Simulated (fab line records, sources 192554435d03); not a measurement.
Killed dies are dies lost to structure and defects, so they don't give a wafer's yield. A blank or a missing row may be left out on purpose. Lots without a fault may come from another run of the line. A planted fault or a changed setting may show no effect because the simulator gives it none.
Chamber matching | flow n5_finfet | N5_SDB_HM_OPEN_20 on rie_diel-02: 4 sister chambers
The step chemistry CH3F/O2, target SiNx, stops on poly-Si, target depth 24 nm. 14 wafers are shown with their chamber, then 7 later ones without.

WAFERS WITH THEIR CHAMBER
wafer  | chamber | drypump_motor_current_A (A) | throttle_valve_pct (%) | showerhead_plenum_p_Torr (Torr)
L078.1 | 1       | 5.5                         | 16.52                  | 2.07
L078.3 | 2       | 6.4                         | 16.40                  | 2.03
L078.6 | 1       | 5.5                         | 16.51                  | 2.07
L081.1 | 3       | 5.1                         | 16.78                  | 1.98
L081.4 | 1       | 5.5                         | 16.50                  | 2.07
L081.6 | 0       | 5.2                         | 15.76                  | 1.96
L083.1 | 1       | 5.5                         | 16.54                  | 2.07
L083.2 | 3       | 5.1                         | 16.79                  | 1.98
L083.4 | 3       | 5.1                         | 16.80                  | 1.98
L086.1 | 0       | 5.2                         | 15.80                  | 1.96
L086.2 | 1       | 5.5                         | 16.56                  | 2.06
L086.4 | 3       | 5.1                         | 16.80                  | 1.98
L088.2 | 2       | 6.5                         | 16.44                  | 2.02
L088.3 | 3       | 5.1                         | 16.83                  | 1.98

SIGNATURES (means of the wafers above)
reading                  | chamber 0 | chamber 1 | chamber 2 | chamber 3 | scatter within a chamber
drypump_motor_current_A  | 5.200     | 5.500     | 6.450     | 5.100     | 0.0224
throttle_valve_pct       | 15.7800   | 16.5260   | 16.4200   | 16.8000   | 0.0231
showerhead_plenum_p_Torr | 1.9600    | 2.0680    | 2.0250    | 1.9800    | 0.00361
Rule: a wafer's distance from a chamber is the root of the sum, over the readings, of the square of ((its reading less the chamber's mean) divided by the reading's scatter). The wafer belongs to the nearest chamber; if the next one is less than 2 further off, it can't be placed. The scatter: the root of (the sum of the squares of (reading less its chamber's mean) over the shown wafers, divided by (wafers less chambers)).

WAFERS WITHOUT THEIR CHAMBER
wafer  | drypump_motor_current_A (A) | throttle_valve_pct (%) | showerhead_plenum_p_Torr (Torr)
L088.5 | 6.5                         | 16.45                  | 2.02
L090.1 | 5.1                         | 16.84                  | 1.97
L090.3 | 5.5                         | 16.57                  | 2.06
L090.6 | 5.1                         | 16.82                  | 1.98
L093.1 | 6.5                         | 16.47                  | 2.02
L093.4 | 5.5                         | 16.59                  | 2.06
L093.5 | 5.5                         | 16.57                  | 2.06

WHICH CHAMBER EACH WENT THROUGH
wafer  | from the rows above | in truth
L088.5 | 2                   | 2
L090.1 | 3                   | 3
L090.3 | 1                   | 1
L090.6 | 3                   | 3
L093.1 | 2                   | 2
L093.4 | 1                   | 1
L093.5 | 1                   | 1
Placed correctly: 7 of 7. Can't be placed from these rows: 0. Placed wrongly: 0.
